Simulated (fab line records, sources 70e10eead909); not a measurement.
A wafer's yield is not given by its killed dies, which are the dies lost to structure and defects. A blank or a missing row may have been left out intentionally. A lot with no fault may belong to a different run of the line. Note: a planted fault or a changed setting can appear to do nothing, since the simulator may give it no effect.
Chamber matching :: flow nand_harc :: rie_diel-06 running NHARC_THIN_TSV_DESCUM_35: 4 sister chambers
The step chemistry O2, time 3 s. 8 wafers are shown with their chamber, then 7 later ones without.

WAFERS PAIRED WITH THEIR CHAMBERS
wafer: L747.1
chamber: 1
drypump_motor_current_A (A): 5.6
oes_product_au (a.u.): 0.995

wafer: L749.2
chamber: 2
drypump_motor_current_A (A): 6.8
oes_product_au (a.u.): 0.997

wafer: L749.3
chamber: 1
drypump_motor_current_A (A): 5.6
oes_product_au (a.u.): 0.993

wafer: L749.4
chamber: 0
drypump_motor_current_A (A): 5.7
oes_product_au (a.u.): 1.002

wafer: L750.5
chamber: 3
drypump_motor_current_A (A): 6.1
oes_product_au (a.u.): 1.005

wafer: L750.6
chamber: 2
drypump_motor_current_A (A): 6.7
oes_product_au (a.u.): 0.998

wafer: L752.3
chamber: 0
drypump_motor_current_A (A): 5.7
oes_product_au (a.u.): 1.017

wafer: L752.5
chamber: 3
drypump_motor_current_A (A): 6.1
oes_product_au (a.u.): 1.024

WAFERS MISSING THEIR CHAMBER
wafer: L752.6
drypump_motor_current_A (A): 6.7
oes_product_au (a.u.): 1.002

wafer: L755.3
drypump_motor_current_A (A): 5.5
oes_product_au (a.u.): 0.991

wafer: L755.4
drypump_motor_current_A (A): 5.7
oes_product_au (a.u.): 1.006

wafer: L755.5
drypump_motor_current_A (A): 6.1
oes_product_au (a.u.): 1.011

wafer: L753.4
drypump_motor_current_A (A): 6.1
oes_product_au (a.u.): 1.005

wafer: L753.5
drypump_motor_current_A (A): 5.5
oes_product_au (a.u.): 0.993

wafer: L753.6
drypump_motor_current_A (A): 6.7
oes_product_au (a.u.): 0.996

WHICH CHAMBER EACH WENT THROUGH
wafer: L752.6
from the rows above: 2
in truth: 2

wafer: L755.3
from the rows above: 1
in truth: 1

wafer: L755.4
from the rows above: 0
in truth: 0

wafer: L755.5
from the rows above: 3
in truth: 3

wafer: L753.4
from the rows above: 3
in truth: 3

wafer: L753.5
from the rows above: 1
in truth: 1

wafer: L753.6
from the rows above: 2
in truth: 2
Correct placement for 7 of the 7. Left unplaced by these rows: 0. Placed wrongly: 0.
How it was worked out, from the rows above alone: a wafer's distance from a chamber is the root of the sum, over the readings, of the square of ((its reading less the chamber's mean) divided by the reading's scatter). The wafer belongs to the nearest chamber; if the next one is less than 2 further off, it can't be placed. A chamber's mean is the mean of its shown wafers. The scatter is the square root of a quotient: the sum, over the shown wafers, of each reading's squared deviation from its chamber's mean, divided by wafers minus chambers.
